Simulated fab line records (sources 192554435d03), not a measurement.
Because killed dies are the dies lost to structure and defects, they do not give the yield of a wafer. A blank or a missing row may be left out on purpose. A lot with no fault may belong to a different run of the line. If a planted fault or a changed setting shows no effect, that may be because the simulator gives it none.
A lot that was struck, set against a sound lot    flow n5_finfet    43 out of 1938 route steps
Sound: wafers L630.4, L630.5, L630.6. Struck: wafer L636.4. (L636.3, L636.5 of the same lot were not struck and are left out.) The cause comes at the end.
Each step with rows lists, per side, the tool, then ch with its chambers, then its first start. Under that, the readings that differ: sound wafers    struck wafers    difference of the means    sigmas: that difference in standard deviations of wafers without a fault.
alike: readings with means less than 2 such deviations apart, plus words and numbers identical on both sides. not compared: withheld readings, readings lacking a value on some wafer, bounds such as >300 that could conceal the same value, and numbers that have no deviation in the record and whose values overlap.
Wherever a step has rows on one side only, a row that says differs or no value, or a row with sigmas, the two part there. Numbers that have no deviation but don't overlap get no sigmas and don't part them. Lack of a reading on every wafer of one side parts them only where that side has two or more wafers.

first, 4 steps without rows for these wafers: N5_BEOL_M2_SOFTBAKE_23 (time 60 s); N5_BEOL_M2_EXPOSE_25 (exposes mask V1, defocus 5 nm); N5_BEOL_M2_PEB_26 (peb time 60 s); N5_BEOL_M2_DEVELOP_27 (develop time 30 s).
N5_BEOL_M2_CD_MEAS_28: target cd 26.2 nm, target cd y 24.1 nm.
  sound on cd_sem-01 ch 0, day 7 14:57; struck on cd_sem-02 ch 0, day 8 22:25
  alike: cd_nm
N5_BEOL_M2_OVL_MEAS_29:
  sound on overlay-01 ch 0, day 7 14:59; struck on overlay-01 ch 0, day 8 22:27
  alike: V1_OVL
N5_BEOL_M2_INSPECT_30: inspects for defects (brightfield).
  struck on defect_inspect-02, day 8 22:30; sound on defect_inspect-01, day 7 15:02
  alike: raw_defect_count
then, 5 steps without rows for these wafers: N5_BEOL_M2_DESCUM_33 (chemistry O2, time 7 s); N5_BEOL_M2_ETCH_77 (etches underlayer in N2/H2, target depth 6.5 nm, time 5.2 s); N5_BEOL_M2_ETCH_69 (etches SiARC in CF4, target depth 15.6 nm, time 26 s); N5_BEOL_M2_ALD_98 (deposits SiO2, target thk 2.5 nm, pulse time 1 s, co reactant pulse time 1 s); N5_BEOL_M2_ETCHBACK_99 (etches SiO2 in CHF3, target depth 5 nm, time 10.4 s).
N5_BEOL_M2_ETCH_70: etches SOC in N2/H2, target depth 80 nm, overetch 24 nm, time 130 s.
  sound on rie_diel-02 ch 1,2,3, day 7 16:49; struck on rie_diel-02 ch 2, day 9 04:46
reading                 sound  struck  difference                    sigmas
rf_hours_counter_h (h)  - - -  232     no value on the sound wafers  
  alike: chamber_pressure_mTorr, drypump_motor_current_A, oes_product_au, rf_vpp_V, showerhead_plenum_p_Torr, throttle_valve_pct
then, 5 steps without rows for these wafers: N5_BEOL_M2_STRIP_71 (strips in N2/H2); N5_BEOL_M2_STRIP_78 (strips in N2/H2); N5_BEOL_M2_VIA_ETCH_34 (etches the open film in C4F6/O2, target depth 69.4 nm, time 65.9 s); N5_BEOL_M2_STRIP_83 (strips in C4F6/O2); N5_BEOL_M2_STRIP_36 (strips in N2/H2).
N5_BEOL_M2_TRENCH_ETCH_37: etches SiOC in C4F6/O2, target depth 55.555 nm, time 29.2 s.
  sound: rie_diel-02 ch 1,2,3; struck: rie_diel-02 ch 2
reading                 sound  struck  difference                    sigmas
rf_hours_counter_h (h)  - - -  232     no value on the sound wafers  
  alike: C4F6_flow_sccm, chamber_pressure_mTorr, drypump_motor_current_A, oes_o_777_au, oes_product_au, rf_vpp_V, showerhead_plenum_p_Torr, throttle_valve_pct
then, 2 steps without rows for these wafers: N5_BEOL_M2_ETCH_41 (etches SiCN in CH3F/O2, target depth 29.9 nm, time 52.5 s); N5_BEOL_M2_STRIP_97 (strips in N2/H2, time 10 s).
N5_BEOL_M2_OCD_MEAS_38:
  struck on ocd-02, day 9 05:07; sound on ocd-02, day 7 17:08
  alike: trench_depth_nm
then, 4 steps without rows for these wafers: N5_BEOL_M2_HM_STRIP_39 (strips TiN in peroxide tin strip, target depth 25 nm, time 158 s); N5_BEOL_M2_SRD_40 (time 30 s); N5_BEOL_M2_PRECLEAN_42 (cleans in residue remover, time 60 s); N5_BEOL_M2_SRD_43 (time 30 s).
N5_BEOL_M2_CD_MEAS_35: target cd 18 nm, target cd y 22.2 nm.
  struck on cd_sem-02, day 9 05:16; sound on cd_sem-03, day 7 17:24
  alike: cd_nm
then, 2 steps without rows for these wafers: N5_BEOL_M2_DEGAS_44 (time 60 s); N5_BEOL_M2_PRE_CLEAN_45 (time 30 s).
N5_BEOL_M2_ALD_84: deposits TaN, pulse time 2 s, purge time 3 s, co reactant purge time 2 s.
  sound on ald_metal-04 ch 0,1,2, day 7 18:10; struck on ald_metal-04 ch 3, day 9 05:28
  alike: heater_power_w, mfc_carrier_sccm
  not compared: since_wet_clean_h
then, 2 steps without rows for these wafers: N5_BEOL_M2_SURFACE_TREAT_85; N5_BEOL_M2_CVD_47 (deposits Co from CCTBA/H2, target thk 3 nm, time 223.8 s).
N5_BEOL_M2_SPUTTER_48: material Cu, target thk 4.5 nm, time 8.29 s.
  struck on pvd_sputter-02, day 9 06:41; sound on pvd_sputter-02, day 7 19:02
  alike: throttle_valve_pct
then, 4 steps without rows for these wafers: N5_BEOL_M2_ANNEAL_49 (time 240 s); N5_BEOL_M2_SPUTTER_79 (material Cu, target thk 4.5 nm, time 8.29 s); N5_BEOL_M2_ANNEAL_80 (time 240 s); N5_BEOL_M2_SPUTTER_81 (material Cu, target thk 4.5 nm, time 8.29 s).
N5_BEOL_M2_ANNEAL_82: time 240 s.
  struck on pvd_sputter-02, day 9 07:13; sound on pvd_sputter-02, day 7 19:34
  alike: heater_power_w
N5_BEOL_M2_SPUTTER_86: material Cu, target thk 4.5 nm, time 8.29 s.
  struck on pvd_sputter-02, day 9 07:21; sound on pvd_sputter-02, day 7 19:42
  alike: throttle_valve_pct
then, 3 steps without rows for these wafers: N5_BEOL_M2_ANNEAL_87 (time 240 s); N5_BEOL_M2_SPUTTER_88 (material Cu, target thk 4.5 nm, time 8.29 s); N5_BEOL_M2_ANNEAL_89 (time 240 s).
-- a jump in the record: the struck wafers' starts before and after are 5 days apart (it breaks off in module BEOL_M2 and resumes in module PASSIVATION, where the first step shown is number 1936 of the route) --
N5_PASSIVATION_PROBE_49:
  struck on prober-01, day 14 14:44; sound on prober-02, day 13 10:57
reading                   sound           struck  difference  sigmas
defect_limited_yield (%)  90.0 91.1 92.6  82.4    -8.8        -6
killed_at_M0_to_M3        53 41 30        141     +100        +8
killed_at_other           0 2 0           7       +6          +2
killed_dies               118 105 87      208     +105        +6
killed_on_rim             16 10 6         28      +17         +4
sort_bin_5_function (%)   6.0 5.7 3.6     9.3     +4.2        +4
sort_bin_6_memory (%)     3.7 2.9 3.6     5.2     +1.8        +3
sort_n_pass               1062 1075 1093  972     -105        -6
sort_yield_pct (%)        90.0 91.1 92.6  82.4    -8.8        -6
  alike: killed_at_M4_up, killed_at_contacts, killed_at_front_end, killed_open, killed_short, sort_bin_4_leakage

## WHERE THEY PART
Earliest at N5_BEOL_M2_ETCH_70; latest, in this record, at N5_PASSIVATION_PROBE_49.

WHY: what the simulator had put in
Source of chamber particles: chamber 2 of rie_diel-02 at N5_BEOL_M2_ETCH_70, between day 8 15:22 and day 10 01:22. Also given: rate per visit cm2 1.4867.
